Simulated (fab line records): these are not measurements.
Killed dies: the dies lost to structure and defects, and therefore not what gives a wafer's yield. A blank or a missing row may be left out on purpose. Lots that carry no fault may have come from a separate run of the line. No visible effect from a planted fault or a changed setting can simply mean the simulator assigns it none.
fab line records | flow n5-finfet
[record] lots = 7 | wafers = 21
route steps=1938 shown BEOL_M4@1061 BEOL_M5@1123
start-h: start of the lot's first displayed wafer, in hours after the record's first day | wait-h: how many hours have passed since the lot's step before this one | " repeats the value in the row above | L1.1+2: a row that stands for several wafers | - either no value or no given start | * or withheld: withheld | < > ~ a bound
route shown NAME@n: NAME is a module with steps in the file, n the number in the route of the first one | usual: mean and standard deviation over wafers with no fault | same: alike in all rows | chamber/n: place in a boat | sites: the reading at each site | _std_site: how widely they spread, as a standard deviation | _edge_site: the outer-site mean with the inner-site mean subtracted | radius-mm: how far each site lies from the wafer's centre | mask NAME#n: copy n | behind: tool/chamber where the wafer was last shaped | hold: reason for holding the lot/hours on hold/outcome of the hold | device: the transistor (n, p or np) that didn't switch | end of line: tests of these same wafers at the route's end | for a step that has no rows: nothing shown but its recipe | killed: at the first sort, the dies lost to defects and structure; wafer yield is something else | map: shows each die of a wafer: x if killed, . if not, _ if none is there
set.NAME: the setting the step ran with; set.NAME@STEP: the setting that earlier step ran with | model.NAME: the simulator's own value behind a step, which no gauge read
lots where settings were altered on purpose, with a table for each step and a row for each wafer
[[steps]]
[step N5_BEOL_M4_ETCH_69]
[recipe] chemistry = CF4 | target = SiARC | target-depth-a = 156 | mask-material = CAR-EUV | time-s = 26 | ion-energy-ev = 80 | pressure-mtorr = 40 | source-w = 545 | bias-w = 36 | Ar_flow_sccm = 100 | cf4-flow-sccm = 100 | ends = cleared
lot.wafer  | tool        | chamber | start-h | wait-h | set.cf4-flow-sccm
L075.1+2+5 | rie-diel-04 | 1,2,0   | 156.17  | 0.0    | 100
L080.1+5+6 | rie-diel-04 | 0,2,3   | 233.03  | 0.0    | 100
L082.1+3+4 | rie-diel-05 | 2,3,1   | 233.83  | 0.0    | 100
L084.1+2+4 | rie-diel-05 | 2,3,1   | 237.49  | 0.0    | 100
L085.1+6   | rie-diel-03 | 1,3     | 238.98  | 0.0    | 86.5
L085.5     | "           | 2       | "       | "      | 100
L089.3     | rie-diel-03 | 2       | 246.06  | 0.0    | 86.51
L089.4+6   | "           | 1,2     | "       | "      | 100
L094.1+4+6 | rie-diel-04 | 0,3,1   | 287.27  | 0.0    | 100
[step N5_BEOL_M4_ALD_98]
[recipe] material = SiO2 | target-thk-a = 25 | temp-c = 100 | ald-precursor-family = BDEAS | ald-co-reactant = O2-plasma | pulse-time-s = 1 | co-reactant-pulse-time-s = 1 | purge-time-s = 2 | co-reactant-purge-time-s = 2 | ald-cycles = 17 | pressure-torr = 2
[step N5_BEOL_M4_ETCHBACK_99]
[recipe] chemistry = CHF3 | target = SiO2 | target-depth-a = 50 | time-s = 10.4 | source-w = 215 | bias-w = 47 | Ar_flow_sccm = 200 | CHF3_flow_sccm = 12 | ion-energy-ev = 100 | pressure-mtorr = 30
[step N5_BEOL_M4_RC_MEAS_101]
[usual] CJ_N = 4.34/0.12 | CJ_P = 5.77/0.23 | COMB_M1 = 5.7e-11/1.2e-11 | COMB_M2 = 5.6e-11/1.1e-11 | COMB_M3 = 5.7e-11/1.2e-11 | COMB_M4 = 5.7e-11/1.3e-11 | DIBL_N = 36.2/2.4 | DIBL_P = 36.2/2.6 | EOT_N = 10.53/0.11 | EOT_P = 10.48/0.11 | IGATE_N = 0.0125/0.0023 | IGATE_P = 0.0037/0.00067 | IOFF_N = 0.16/0.045 | IOFF_N_85C = 3.1/0.71 | IOFF_N_LIN = 0.074/0.016 | IOFF_N_LONG = 5.58e-05/2.7e-06 | IOFF_P = 0.21/0.046 | IOFF_P_85C = 3.6/0.65 | IOFF_P_LIN = 0.100/0.016 | IOFF_P_LONG = 0.000107/9.4e-06 | ION_N = 674/17 | ION_P = 463/11 | RC_DENSE_N = 19.1/0.49 | RC_DENSE_P = 23.9/0.59 | RC_N = 15.6/0.39 | RC_P = 19.5/0.47 | REXT_N = 76.1/1.5 | REXT_P = 100.9/1.9 | RS_NWELL = 1039/7.5 | RS_PWELL = 3009/26 | RS_SD_N = 28.5/0.42 | RS_SD_P = 66.1/0.97 | SERP_M1 = 202/22 | SERP_M3 = 186/14 | SERP_M4 = 201/20 | SS_N = 71.5/0.77 | SS_P = 73.1/0.76 | VT_N = 250/3.9 | VT_N_LONG = 274.7/2 | VT_N_LVT = 99/3.8 | VT_P = -250/3.9 | VT_P_LONG = -274.8/3 | VT_P_LVT = -99/3.3
lot.wafer | tool      | chamber | start-h | wait-h | set.dose-mj@BEOL_M4_EXPOSE_25 | CJ_N | CJ_P | COMB_M1[S/m] | COMB_M2[S/m] | COMB_M3[S/m] | COMB_M4[S/m] | DIBL_N[mV/V] | DIBL_P[mV/V] | EOT_N | EOT_P | IGATE_N[nA/um] | IGATE_P[nA/um] | IOFF_N[nA/um] | IOFF_N_85C[nA/um] | IOFF_N_LIN[nA/um] | IOFF_N_LONG[nA/um] | IOFF_P[nA/um] | IOFF_P_85C[nA/um] | IOFF_P_LIN[nA/um] | IOFF_P_LONG[nA/um] | ION_N[uA/um] | ION_P[uA/um] | RC_DENSE_N[ohm.um] | RC_DENSE_P[ohm.um] | RC_N[ohm.um] | RC_P[ohm.um] | REXT_N[ohm.um] | REXT_P[ohm.um] | RS_NWELL[ohm/sq] | RS_PWELL[ohm/sq] | RS_SD_N[ohm/sq] | RS_SD_P[ohm/sq] | SERP_M1[ohm/um] | SERP_M3[ohm/um] | SERP_M4[ohm/um] | SS_N[mV/dec] | SS_P[mV/dec] | VT_N[mV] | VT_N_LONG[mV] | VT_N_LVT[mV] | VT_P[mV] | VT_P_LONG[mV] | VT_P_LVT[mV]
L075.1    | prober-02 | 0       | 162.63  | 0.0    | 63                            | 4.34 | 5.99 | 5.5e-11      | 4.6e-11      | 3.1e-11      | 4.8e-11      | 36.4         | 35.7         | 10.37 | 10.41 | 0.0139         | 0.0041         | 0.17          | 3.3               | 0.077             | 5.49e-05           | 0.18          | 3.3               | 0.088             | 0.000103           | 682          | 463          | 19.1               | 23.7               | 15.7         | 19.5         | 72.5           | 101.0          | 1027             | 2996             | 28.8            | 66.0            | 208             | 208             | 208             | 70.9         | 73.1         | 247      | 274.9         | 95           | -252     | -276.8        | -101
L075.2    | "         | 0       | "       | "      | 63                            | 4.14 | 5.76 | 6.2e-11      | 3.9e-11      | 4.7e-11      | 3.4e-11      | 38.5         | 39.4         | 10.39 | 10.44 | 0.0133         | 0.0040         | 0.20          | 3.7               | 0.089             | 5.37e-05           | 0.23          | 4.0               | 0.102             | 9.8e-05            | 680          | 459          | 19.8               | 24.5               | 16.1         | 19.9         | 74.7           | 101.9          | 1027             | 2953             | 28.6            | 66.3            | 202             | 188             | 202             | 71.7         | 73.4         | 247      | 275.1         | 94           | -253     | -278.2        | -99
L075.5    | "         | 0       | "       | "      | 63                            | 4.18 | 5.72 | 5e-11        | 4.6e-11      | 4.9e-11      | 6.2e-11      | 35.7         | 35.6         | 10.42 | 10.35 | 0.0156         | 0.0048         | 0.14          | 2.9               | 0.069             | 5.36e-05           | 0.17          | 3.2               | 0.084             | 9.7e-05            | 682          | 463          | 18.9               | 23.7               | 15.6         | 19.4         | 73.3           | 101.4          | 1028             | 2977             | 28.2            | 66.8            | 195             | 188             | 220             | 70.7         | 73.1         | 247      | 276.8         | 96           | -255     | -277.4        | -101
L080.1    | prober-02 | 0       | 238.57  | 0.0    | 63                            | 4.39 | 6.13 | 7.6e-11      | 4.5e-11      | 5.5e-11      | 6.9e-11      | 36.1         | 34.4         | 11.07 | 11.00 | 0.0021         | 0.0006         | 0.13          | 2.6               | 0.058             | 5.32e-05           | 0.16          | 2.9               | 0.079             | 0.000107           | 647          | 437          | 18.3               | 22.9               | 14.9         | 18.8         | 75.3           | 101.1          | 1055             | 3013             | 27.6            | 67.3            | 238             | 202             | 196             | 71.6         | 72.1         | 257      | 275.8         | 104          | -255     | -275.5        | -104
L080.5    | "         | 0       | "       | "      | 58.81                         | 4.34 | 5.69 | 6e-11        | 5.6e-11      | 4.9e-11      | 7.2e-11      | 38.3         | 39.3         | 10.50 | 10.46 | 0.0117         | 0.0035         | 0.18          | 3.4               | 0.079             | 5.09e-05           | 0.22          | 3.8               | 0.100             | 0.000102           | 672          | 456          | 19.0               | 23.9               | 15.5         | 19.3         | 76.7           | 103.8          | 1036             | 3019             | 28.3            | 67.3            | 189             | 201             | 199             | 72.2         | 74.0         | 250      | 276.2         | 98           | -252     | -274.9        | -99
L080.6    | "         | 0       | "       | "      | 58.81                         | 4.49 | 5.85 | 8.4e-11      | 5.5e-11      | 5.1e-11      | 5.8e-11      | 39.4         | 39.8         | 10.57 | 10.60 | 0.0112         | 0.0034         | 0.21          | 3.9               | 0.091             | 5.42e-05           | 0.25          | 4.2               | 0.112             | 0.000108           | 691          | 472          | 18.6               | 23.4               | 15.2         | 18.8         | 74.7           | 100.4          | 1042             | 3033             | 28.1            | 67.7            | 189             | 188             | 181             | 72.1         | 73.9         | 247      | 276.3         | 96           | -248     | -273.5        | -99
L082.1    | prober-02 | 0       | 240.71  | 0.0    | 63                            | 4.39 | 5.58 | 6.2e-11      | 6.1e-11      | 5.3e-11      | 9.8e-11      | 37.0         | 38.8         | 10.40 | 10.48 | 0.0144         | 0.0043         | 0.17          | 3.2               | 0.078             | 5.31e-05           | 0.20          | 3.5               | 0.091             | 9.1e-05            | 672          | 458          | 19.9               | 24.8               | 16.2         | 20.2         | 77.6           | 103.2          | 1034             | 3019             | 29.0            | 65.5            | 237             | 184             | 209             | 71.5         | 72.0         | 248      | 274.7         | 97           | -249     | -278.2        | -100
L082.3    | "         | 0       | "       | "      | 63                            | 4.42 | 5.91 | 6.4e-11      | 5e-11        | 4.9e-11      | 7.1e-11      | 31.2         | 30.5         | 10.61 | 10.48 | 0.0133         | 0.0040         | 0.08          | 1.8               | 0.041             | 5.22e-05           | 0.11          | 2.1               | 0.059             | 9.6e-05            | 620          | 430          | 19.1               | 23.6               | 15.6         | 19.2         | 76.5           | 102.8          | 1034             | 3024             | 28.7            | 66.6            | 198             | 157             | 173             | 71.1         | 70.6         | 259      | 278.5         | 107          | -260     | -280.4        | -108
L082.4    | "         | 0       | "       | "      | 61.46                         | 4.43 | 5.83 | 5.6e-11      | 6.6e-11      | 4.5e-11      | 6.5e-11      | 36.2         | 37.7         | 10.45 | 10.44 | 0.0153         | 0.0046         | 0.14          | 2.7               | 0.066             | 5.37e-05           | 0.18          | 3.3               | 0.087             | 9.6e-05            | 660          | 458          | 19.3               | 24.1               | 15.9         | 19.7         | 76.6           | 101.2          | 1032             | 3022             | 29.0            | 66.8            | 211             | 172             | 218             | 72.1         | 73.3         | 253      | 277.8         | 100          | -253     | -279.7        | -102
L084.1    | prober-02 | 0       | 245.65  | 0.0    | 63                            | 4.43 | 5.31 | 5.1e-11      | 5.9e-11      | 4.6e-11      | 5.8e-11      | 34.9         | 35.3         | 10.58 | 10.59 | 0.0103         | 0.0031         | 0.14          | 2.8               | 0.070             | 5.56e-05           | 0.21          | 3.6               | 0.102             | 0.000106           | 677          | 468          | 19.6               | 24.7               | 16.2         | 20.1         | 74.9           | 100.0          | 1042             | 3038             | 29.0            | 66.9            | 190             | 199             | 222             | 71.3         | 72.5         | 250      | 274.9         | 99           | -248     | -273.2        | -97
L084.2    | "         | 0       | "       | "      | 59.41                         | 4.68 | 5.68 | 6.7e-11      | 5.7e-11      | 5.6e-11      | 5.3e-11      | 37.2         | 35.9         | 10.66 | 10.67 | 0.0109         | 0.0033         | 0.18          | 3.5               | 0.079             | 5.81e-05           | 0.22          | 3.7               | 0.099             | 0.000105           | 668          | 460          | 18.1               | 22.9               | 14.7         | 18.5         | 71.8           | 98.5           | 1043             | 3024             | 28.5            | 67.3            | 212             | 210             | 189             | 72.5         | 73.1         | 248      | 273.9         | 96           | -251     | -273.6        | -98
L084.4    | "         | 0       | "       | "      | 59.41                         | 4.48 | 5.15 | 5.1e-11      | 6.9e-11      | 6.8e-11      | 4.5e-11      | 34.0         | 33.0         | 10.75 | 10.73 | 0.0057         | 0.0017         | 0.13          | 2.6               | 0.064             | 5.71e-05           | 0.18          | 3.2               | 0.090             | 0.0001             | 655          | 455          | 19.3               | 24.5               | 15.8         | 19.8         | 73.5           | 98.8           | 1036             | 3029             | 28.7            | 66.9            | 182             | 172             | 220             | 70.2         | 72.6         | 250      | 271.9         | 99           | -251     | -272.9        | -99
L085.1    | prober-01 | 0       | 247.54  | 0.0    | 66.63                         | 4.44 | 5.85 | 3.7e-11      | 5.3e-11      | 5.9e-11      | 4.3e-11      | 34.5         | 34.6         | 10.44 | 10.35 | 0.0134         | 0.0041         | 0.12          | 2.4               | 0.059             | 5.7e-05            | 0.20          | 3.5               | 0.101             | 0.000126           | 671          | 470          | 19.5               | 24.0               | 15.8         | 19.6         | 74.8           | 100.5          | 1039             | 3039             | 29.0            | 65.1            | 223             | 184             | 202             | 70.3         | 72.8         | 254      | 276.5         | 103          | -245     | -268.9        | -98
L085.5    | "         | 0       | "       | "      | 63                            | 4.29 | 5.82 | 3.3e-11      | 3.6e-11      | 5.6e-11      | 5.4e-11      | 34.9         | 35.0         | 10.49 | 10.46 | 0.0139         | 0.0042         | 0.13          | 2.7               | 0.065             | 5.84e-05           | 0.20          | 3.5               | 0.100             | 0.000122           | 666          | 468          | 19.3               | 24.0               | 15.7         | 19.6         | 75.5           | 102.0          | 1039             | 3024             | 28.9            | 65.5            | 186             | 186             | 215             | 70.3         | 72.8         | 253      | 273.1         | 102          | -247     | -270.7        | -99
L085.6    | "         | 0       | "       | "      | 66.63                         | 4.23 | 5.66 | 4.1e-11      | 4.8e-11      | 5.8e-11      | 4.1e-11      | 34.6         | 34.5         | 10.90 | 10.90 | 0.0032         | 0.0010         | 0.13          | 2.6               | 0.062             | 5.85e-05           | 0.21          | 3.6               | 0.102             | 0.000119           | 664          | 467          | 19.3               | 24.3               | 15.7         | 19.7         | 75.8           | 100.6          | 1042             | 3015             | 29.1            | 65.7            | 192             | 181             | 208             | 70.3         | 73.0         | 251      | 276.5         | 100          | -249     | -269.7        | -98
L089.3    | prober-01 | 0       | 257.52  | 0.3    | 63                            | 4.22 | 5.53 | 5.4e-11      | 5.2e-11      | 6.9e-11      | 7e-11        | 37.9         | 40.7         | 10.48 | 10.43 | 0.0151         | 0.0045         | 0.22          | 4.2               | 0.100             | 5.78e-05           | 0.25          | 4.3               | 0.109             | 9.4e-05            | 696          | 471          | 19.2               | 23.9               | 15.6         | 19.6         | 77.5           | 102.9          | 1039             | 3023             | 28.9            | 66.2            | 192             | 203             | 204             | 72.3         | 73.9         | 245      | 273.5         | 94           | -249     | -276.4        | -100
L089.4    | "         | 0       | "       | "      | 63                            | 4.38 | 6.03 | 7.6e-11      | 3.5e-11      | 5e-11        | 8.6e-11      | 36.0         | 37.0         | 10.53 | 10.59 | 0.0128         | 0.0037         | 0.15          | 3.0               | 0.071             | 5.81e-05           | 0.19          | 3.5               | 0.092             | 0.000105           | 663          | 458          | 19.3               | 23.9               | 15.8         | 19.5         | 76.9           | 100.8          | 1035             | 3014             | 29.5            | 64.2            | 192             | 206             | 210             | 72.0         | 73.7         | 253      | 269.8         | 102          | -253     | -278.7        | -101
L089.6    | "         | 0       | "       | "      | 63                            | 4.34 | 5.87 | 4.2e-11      | 4.5e-11      | 5.4e-11      | 4.4e-11      | 36.1         | 38.0         | 10.36 | 10.40 | 0.0140         | 0.0042         | 0.16          | 3.2               | 0.075             | 5.76e-05           | 0.21          | 3.7               | 0.096             | 0.0001             | 666          | 459          | 19.2               | 23.7               | 15.6         | 19.3         | 78.8           | 100.2          | 1030             | 3020             | 29.5            | 64.9            | 217             | 190             | 238             | 71.9         | 73.8         | 250      | 272.3         | 99           | -251     | -277.3        | -100
L094.1    | prober-02 | 0       | 294.34  | 0.0    | 58.69                         | 4.52 | 5.65 | 6.2e-11      | 6.6e-11      | 4.6e-11      | 7.5e-11      | 34.5         | 33.6         | 9.84  | 9.70  | 0.1038         | 0.0309         | 0.14          | 2.8               | 0.066             | 6.15e-05           | 0.17          | 3.1               | 0.087             | 0.00011            | 683          | 470          | 19.4               | 24.4               | 15.8         | 19.9         | 74.9           | 100.0          | 1040             | 3006             | 28.0            | 67.1            | 217             | 203             | 185             | 72.0         | 72.4         | 251      | 274.9         | 99           | -252     | -274.1        | -103
L094.4    | "         | 0       | "       | "      | 63                            | 4.70 | 6.05 | 4.8e-11      | 4.9e-11      | 4.1e-11      | 7.6e-11      | 37.8         | 35.8         | 10.38 | 10.29 | 0.0170         | 0.0051         | 0.23          | 4.2               | 0.087             | 6.27e-05           | 0.21          | 3.6               | 0.102             | 0.000116           | 685          | 459          | 18.8               | 23.6               | 15.3         | 19.2         | 74.3           | 99.5           | 1035             | 2994             | 27.9            | 66.2            | 216             | 190             | 201             | 73.3         | 72.7         | 245      | 272.3         | 93           | -249     | -273.1        | -97
L094.6    | "         | 0       | "       | "      | 63                            | 4.30 | 6.08 | 6e-11        | 4.8e-11      | 4.9e-11      | 5.3e-11      | 34.7         | 35.6         | 10.44 | 10.30 | 0.0166         | 0.0049         | 0.15          | 2.8               | 0.069             | 5.94e-05           | 0.19          | 3.4               | 0.093             | 0.000118           | 695          | 473          | 19.5               | 24.4               | 15.9         | 20.0         | 76.2           | 101.7          | 1033             | 3024             | 27.6            | 67.0            | 213             | 179             | 225             | 71.7         | 72.7         | 248      | 275.1         | 100          | -250     | -270.0        | -100
[step N5_BEOL_M5_EXPOSE_08]
[recipe] mask-id = M5 | na = 0.33 | source-shape = annular | sigma-inner = 0.4 | sigma-outer = 0.8 | polarization = unpolarized | target-cd-nm = 28 | dose-mj = 35.75
lot.wafer  | tool           | chamber | start-h | wait-h | mask | set.dose-mj
L075.1+2+5 | euv-scanner-01 | 0       | 165.36  | -      | M5#0 | 35.75
L080.1+5   | euv-scanner-01 | 0       | 240.83  | -      | M5#0 | 35.75
L080.6     | "              | 0       | "       | "      | M5#0 | 36.78
L082.1+3   | euv-scanner-01 | 0       | 243.91  | -      | M5#0 | 37.65
L082.4     | "              | 0       | "       | "      | M5#0 | 35.75
L084.1+2+4 | euv-scanner-02 | 0       | 247.94  | -      | M5#0 | 35.75
L085.1     | euv-scanner-02 | 0       | 250.54  | -      | M5#0 | 35.75
L085.5+6   | "              | 0       | "       | "      | M5#0 | 38.26
L089.3     | euv-scanner-02 | 0       | 262.08  | -      | M5#0 | 35.75
L089.4+6   | "              | 0       | "       | "      | M5#0 | 34.95
L094.1+6   | euv-scanner-01 | 0       | 296.30  | -      | M5#0 | 35.75
L094.4     | "              | 0       | "       | "      | M5#0 | 33.46
[step N5_BEOL_M5_PEB_09]
[recipe] peb-temp-c = 100 | peb-time-s = 60 | resist = CAR-EUV
[step N5_BEOL_M5_DEVELOP_10]
[recipe] develop-time-s = 30 | developer = TMAH | resist = CAR-EUV | rinse-liquid = surfactant-rinse | dry = air-spin | dev-temp-c = 23
[step N5_BEOL_M5_CD_MEAS_11]
[recipe] target-cd-nm = 27.74 | landing-energy-ev = 500 | detector = se-inlens
[usual] cd-nm = 28.00/0.27
lot.wafer | tool      | chamber | start-h | wait-h | set.dose-mj@BEOL_M5_EXPOSE_08 | cd-nm
L075.1    | cd-sem-02 | 0       | 165.49  | -      | 35.75                         | 27.93
L075.2    | "         | 0       | "       | "      | 35.75                         | 27.93
L075.5    | "         | 0       | "       | "      | 35.75                         | 27.83
L080.1    | cd-sem-03 | 0       | 240.96  | -      | 35.75                         | 27.79
L080.5    | "         | 0       | "       | "      | 35.75                         | 28.00
L080.6    | "         | 0       | "       | "      | 36.78                         | 28.69
L082.1    | cd-sem-02 | 0       | 244.04  | -      | 37.65                         | 29.38
L082.3    | "         | 0       | "       | "      | 37.65                         | 29.61
L082.4    | "         | 0       | "       | "      | 35.75                         | 27.93
L084.1    | cd-sem-01 | 0       | 248.07  | -      | 35.75                         | 27.63
L084.2    | "         | 0       | "       | "      | 35.75                         | 28.19
L084.4    | "         | 0       | "       | "      | 35.75                         | 27.88
L085.1    | cd-sem-02 | 0       | 250.67  | -      | 35.75                         | 28.14
L085.5    | "         | 0       | "       | "      | 38.26                         | 29.69
L085.6    | "         | 0       | "       | "      | 38.26                         | 29.77
L089.3    | cd-sem-03 | 0       | 262.19  | -      | 35.75                         | 28.08
L089.4    | "         | 0       | "       | "      | 34.95                         | 27.30
L089.6    | "         | 0       | "       | "      | 34.95                         | 27.45
L094.1    | cd-sem-03 | 0       | 296.43  | -      | 35.75                         | 27.85
L094.4    | "         | 0       | "       | "      | 33.46                         | 26.31
L094.6    | "         | 0       | "       | "      | 35.75                         | 27.70
[step N5_BEOL_M5_DESCUM_16]
[recipe] chemistry = O2 | time-s = 7 | source-power-w = 50 | bias-power-w = 20 | pressure-mtorr = 20 | rf-frequency-hz = 2.712e+07 | temp-c = 40 | resist = CAR-EUV | o2-flow-sccm = 225
[step N5_BEOL_M5_ETCH_72]
[recipe] chemistry = N2/H2 | target = underlayer | target-depth-a = 65 | mask-material = CAR-EUV | time-s = 5.2 | ion-energy-ev = 200 | pressure-mtorr = 30 | source-w = 840 | bias-w = 150 | n2-flow-sccm = 200 | h2-flow-sccm = 200 | ends = cleared
lot.wafer | tool        | chamber | start-h | wait-h | set.dose-mj@BEOL_M5_EXPOSE_08 | model.BEOL_M5.cd-nm
L075.1+2  | rie-diel-01 | 1,0     | 165.65  | 0.0    | 35.75                         | 28
L075.5    | "           | 2       | "       | "      | 35.75                         | 28.2
L080.1    | rie-diel-01 | 1       | 241.35  | 0.0    | 35.75                         | 28.2
L080.5    | "           | 0       | "       | "      | 35.75                         | 27.8
L080.6    | "           | 1       | "       | "      | 36.78                         | 28.8
L082.1+3  | rie-diel-06 | 2,1     | 244.32  | 0.0    | 37.65                         | 29.6
L082.4    | "           | 0       | "       | "      | 35.75                         | 27.8
L084.1    | rie-diel-06 | 2       | 249.63  | 0.0    | 35.75                         | 28
L084.2    | "           | 1       | "       | "      | 35.75                         | 28.2
L084.4    | "           | 0       | "       | "      | 35.75                         | 27.8
L085.1    | rie-diel-01 | 2       | 251.01  | 0.0    | 35.75                         | 28
L085.5    | "           | 2       | "       | "      | 38.26                         | 29.8
L085.6    | "           | 3       | "       | "      | 38.26                         | 29.4
L089.3    | rie-diel-06 | 3       | 262.72  | 0.0    | 35.75                         | 28.2
L089.4    | "           | 0       | "       | "      | 34.95                         | 27.4
L089.6    | "           | 2       | "       | "      | 34.95                         | 27.6
L094.1    | rie-diel-01 | 0       | 296.59  | 0.0    | 35.75                         | 27.8
L094.4    | "           | 2       | "       | "      | 33.46                         | 26.8
L094.6    | "           | 3       | "       | "      | 35.75                         | 28
[step N5_BEOL_M5_ETCH_61]
[recipe] chemistry = CF4 | target = SiARC | target-depth-a = 156 | mask-material = CAR-EUV | time-s = 26 | ion-energy-ev = 80 | pressure-mtorr = 40 | source-w = 545 | bias-w = 36 | Ar_flow_sccm = 100 | cf4-flow-sccm = 100 | ends = cleared
[step N5_BEOL_M5_ETCH_62]
[recipe] chemistry = N2/H2 | target = SOC | target-depth-a = 750 | overetch-a = 150 | mask-material = SiARC | temp-c = 40 | time-s = 112.5 | ion-energy-ev = 200 | pressure-mtorr = 30 | source-w = 840 | bias-w = 150 | n2-flow-sccm = 200 | h2-flow-sccm = 200
lot.wafer | tool        | chamber | start-h | wait-h | set.dose-mj@BEOL_M5_EXPOSE_08 | model.BEOL_M5.cd-nm
L075.1    | rie-diel-01 | 1       | 165.69  | 0.0    | 35.75                         | 27.6
L075.2    | "           | 0       | "       | "      | 35.75                         | 28
L075.5    | "           | 2       | "       | "      | 35.75                         | 28.2
L080.1    | rie-diel-01 | 1       | 241.40  | 0.0    | 35.75                         | 28
L080.5    | "           | 0       | "       | "      | 35.75                         | 28.4
L080.6    | "           | 1       | "       | "      | 36.78                         | 28.6
L082.1    | rie-diel-06 | 2       | 244.36  | 0.0    | 37.65                         | 29.6
L082.3    | "           | 1       | "       | "      | 37.65                         | 29.4
L082.4    | "           | 0       | "       | "      | 35.75                         | 27.4
L084.1    | rie-diel-06 | 2       | 249.68  | 0.0    | 35.75                         | 28
L084.2    | "           | 1       | "       | "      | 35.75                         | 28.2
L084.4    | "           | 0       | "       | "      | 35.75                         | 27.6
L085.1    | rie-diel-01 | 2       | 251.06  | 0.0    | 35.75                         | 28.2
L085.5    | "           | 2       | "       | "      | 38.26                         | 30
L085.6    | "           | 3       | "       | "      | 38.26                         | 29.8
L089.3    | rie-diel-06 | 3       | 262.76  | 0.0    | 35.75                         | 28.6
L089.4    | "           | 0       | "       | "      | 34.95                         | 27.2
L089.6    | "           | 2       | "       | "      | 34.95                         | 27.8
L094.1+6  | rie-diel-01 | 0,3     | 296.63  | 0.0    | 35.75                         | 28
L094.4    | "           | 2       | "       | "      | 33.46                         | 26.8
[step N5_BEOL_M5_STRIP_63]
[recipe] chemistry = N2/H2 | temp-c = 40 | n2-flow-sccm = 200 | h2-flow-sccm = 200 | rf-frequency-hz = 6e+07
[step N5_BEOL_M5_STRIP_73]
[recipe] chemistry = N2/H2 | temp-c = 40 | n2-flow-sccm = 200 | h2-flow-sccm = 200 | rf-frequency-hz = 6e+07
[step N5_BEOL_M5_STRIP_64]
[recipe] chemistry = CF4 | resist = SiARC | power-w = 300 | bias-power-w = 75 | pressure-mtorr = 50 | cf4-flow-sccm = 150 | rf-frequency-hz = 6e+07
[step N5_BEOL_M5_HM_OPEN_17]
[recipe] chemistry = Cl2/BCl3 | target-depth-a = 200 | overetch-a = 60 | target = TiN | mask-material = SOC | ion-energy-ev = 150 | pressure-mtorr = 10 | icp-w = 1000 | bias-w = 126 | Cl2_flow_sccm = 53.25 | bcl3-flow-sccm = 21.75 | Ar_flow_sccm = 25
lot.wafer | tool         | chamber | start-h | wait-h | set.dose-mj@BEOL_M5_EXPOSE_08 | model.BEOL_M5.cd-nm
L075.1    | rie-metal-03 | 0       | 165.86  | 0.0    | 35.75                         | 27.8
L075.2+5  | "            | 1,0     | "       | "      | 35.75                         | 28.2
L080.1    | rie-metal-03 | 1       | 241.56  | 0.0    | 35.75                         | 27.8
L080.5    | "            | 1       | "       | "      | 35.75                         | 28.4
L080.6    | "            | 0       | "       | "      | 36.78                         | 28.6
L082.1    | rie-metal-03 | 0       | 244.53  | 0.0    | 37.65                         | 29.6
L082.3    | "            | 0       | "       | "      | 37.65                         | 29.4
L082.4    | "            | 1       | "       | "      | 35.75                         | 27.4
L084.1+2  | rie-metal-01 | 1,0     | 249.85  | 0.0    | 35.75                         | 28
L084.4    | "            | 0       | "       | "      | 35.75                         | 27.6
L085.1    | rie-metal-02 | 1       | 251.23  | 0.0    | 35.75                         | 28
L085.5    | "            | 0       | "       | "      | 38.26                         | 30
L085.6    | "            | 1       | "       | "      | 38.26                         | 29.6
L089.3    | rie-metal-02 | 1       | 262.96  | 0.1    | 35.75                         | 28.6
L089.4    | "            | 0       | "       | "      | 34.95                         | 27.4
L089.6    | "            | 0       | "       | "      | 34.95                         | 27.8
L094.1+6  | rie-metal-01 | 1       | 296.80  | 0.0    | 35.75                         | 28.2
L094.4    | "            | 1       | "       | "      | 33.46                         | 27
[step N5_BEOL_M5_STRIP_19]
[recipe] chemistry = O2 | power-w = 400 | temp-c = 40 | pressure-mtorr = 30 | rf-frequency-hz = 6e+07 | bias-power-w = 0 | overash-fraction = 0.2 | o2-flow-sccm = 225
[step N5_BEOL_M5_CD_MEAS_18]
[recipe] pitch-nm = 56 | target-cd-nm = 28
[usual] cd-nm = 28.1/0.4
lot.wafer | tool      | chamber | start-h | wait-h | set.dose-mj@BEOL_M5_EXPOSE_08 | cd-nm
L075.1    | cd-sem-03 | -       | 166.04  | 0.0    | 35.75                         | 27.9
L075.2    | "         | -       | "       | "      | 35.75                         | 28.4
L075.5    | "         | -       | "       | "      | 35.75                         | 28.4
L080.1    | cd-sem-03 | -       | 241.85  | 0.0    | 35.75                         | 27.8
L080.5    | "         | -       | "       | "      | 35.75                         | 28.4
L080.6    | "         | -       | "       | "      | 36.78                         | 28.8
L082.1    | cd-sem-03 | -       | 244.97  | 0.0    | 37.65                         | 29.7
L082.3    | "         | -       | "       | "      | 37.65                         | 29.5
L082.4    | "         | -       | "       | "      | 35.75                         | 27.4
L084.1    | cd-sem-03 | -       | 250.12  | 0.0    | 35.75                         | 27.8
L084.2    | "         | -       | "       | "      | 35.75                         | 28.0
L084.4    | "         | -       | "       | "      | 35.75                         | 27.5
L085.1    | cd-sem-01 | -       | 251.54  | 0.0    | 35.75                         | 27.9
L085.5    | "         | -       | "       | "      | 38.26                         | 29.9
L085.6    | "         | -       | "       | "      | 38.26                         | 29.7
L089.3    | cd-sem-02 | -       | 263.12  | 0.1    | 35.75                         | 28.4
L089.4    | "         | -       | "       | "      | 34.95                         | 27.1
L089.6    | "         | -       | "       | "      | 34.95                         | 27.7
L094.1    | cd-sem-01 | -       | 297.07  | 0.0    | 35.75                         | 28.6
L094.4    | "         | -       | "       | "      | 33.46                         | 26.6
L094.6    | "         | -       | "       | "      | 35.75                         | 28.1
[[key]]
[split] step = N5_BEOL_M4_ETCH_69 | setting = cf4-flow-sccm | stated = 100 | by = wafer
response none clear
[split] step = N5_BEOL_M5_EXPOSE_08 | setting = dose-mj | stated = 35.75 | by = wafer
[response] step = N5_BEOL_M5_CD_MEAS_11 | reading = cd-nm | change = +0.248 | per = 1% | r = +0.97
[response] step = N5_BEOL_M5_ETCH_72 | reading = model.BEOL_M5.cd-nm | change = +0.241 | per = 1% | r = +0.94
[response] step = N5_BEOL_M5_ETCH_62 | reading = model.BEOL_M5.cd-nm | change = +0.261 | per = 1% | r = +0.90
[response] step = N5_BEOL_M5_HM_OPEN_17 | reading = model.BEOL_M5.cd-nm | change = +0.267 | per = 1% | r = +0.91
[response] step = N5_BEOL_M5_CD_MEAS_18 | reading = cd-nm | change = +0.307 | per = 1% | r = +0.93
split outside-this-file step=N5_BEOL_M4_EXPOSE_25 setting=dose-mj
// split outside-this-file: this setting was split too, and the file shows its column; the key of that split is in another file
